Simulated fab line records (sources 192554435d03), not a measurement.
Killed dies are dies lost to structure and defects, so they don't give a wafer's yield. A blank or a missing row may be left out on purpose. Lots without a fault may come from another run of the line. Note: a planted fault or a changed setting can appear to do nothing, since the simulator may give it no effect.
One fault seen from 2 desks	flow n5-finfet	every desk sees just its own numbers, and what lay behind them comes last

== AT THE TOOL OWNER'S DESK: pecvd-04 ==
The tool's own readings at N5_BEOL_M11_PECVD_70 (deposits SiO2 from TEOS/O2, target thk 20 nm, time 22.7 s): means of the sampled wafers that have a number, for each lot that ran on this tool. A lot is out of limits, marked OUT, if its mean lies more than 4 standard deviations from the usual mean; the brackets give that distance.
Columns: A = chamber-pressure-Torr at N5_BEOL_M11_PECVD_70, usual 5.500 Torr; B = heater-power-w at N5_BEOL_M11_PECVD_70, usual 732 W; C = showerhead-plenum-p-Torr at N5_BEOL_M11_PECVD_70, usual 8.80 Torr; D = susceptor-temp-C at N5_BEOL_M11_PECVD_70, usual 400.02 C; E = throttle-valve-pct at N5_BEOL_M11_PECVD_70, usual 22.0 %
lot	first seen here	A	B	C	D	E
L134	day 11 23:55	5.503	761	8.73	400.07	22.2
L132	day 12 00:43	5.502	878	8.78	400.07	22.2
L137	day 12 06:52	5.509	796	8.76	399.63	22.0
L136	day 12 10:40	5.509	721	8.73	399.81	22.0
L138	day 12 13:55	5.511	797	8.74	399.98	22.0
L139	day 12 18:49	5.496	793	8.77	400.03	22.1
L151	day 16 08:43	5.500	757	8.72	399.76	22.9
This desk's verdict: no lot among the 7 shows anything out of limits.

== AT THE METROLOGY DESK ==
What the gauges read, lot by lot, whatever tool the lot ran on: means of the sampled wafers that have a number. A lot is out of limits, marked OUT, if its mean lies more than 4 standard deviations from the usual mean; the brackets give that distance.
Columns: A = M11_THK at N5_BEOL_M11_THK_MEAS_53, usual 141 nm
lot	first seen here	A
L134	day 12 05:18	140
L132	day 12 08:14	143
L137	day 12 13:22	140
L136	day 12 18:12	137
L135	day 12 19:47	137
L138	day 13 02:32	142
L139	day 13 03:14	138
L149	day 15 13:32	143
L148	day 15 16:11	140
L151	day 16 15:29	138
This desk's verdict: no lot among the 10 shows anything out of limits.

== PUT TOGETHER ==
The desk of the tool owner found nothing out of limits.
Nothing out of limits was seen by the metrology desk.

== WHAT THE SIMULATOR HAD PUT IN ==
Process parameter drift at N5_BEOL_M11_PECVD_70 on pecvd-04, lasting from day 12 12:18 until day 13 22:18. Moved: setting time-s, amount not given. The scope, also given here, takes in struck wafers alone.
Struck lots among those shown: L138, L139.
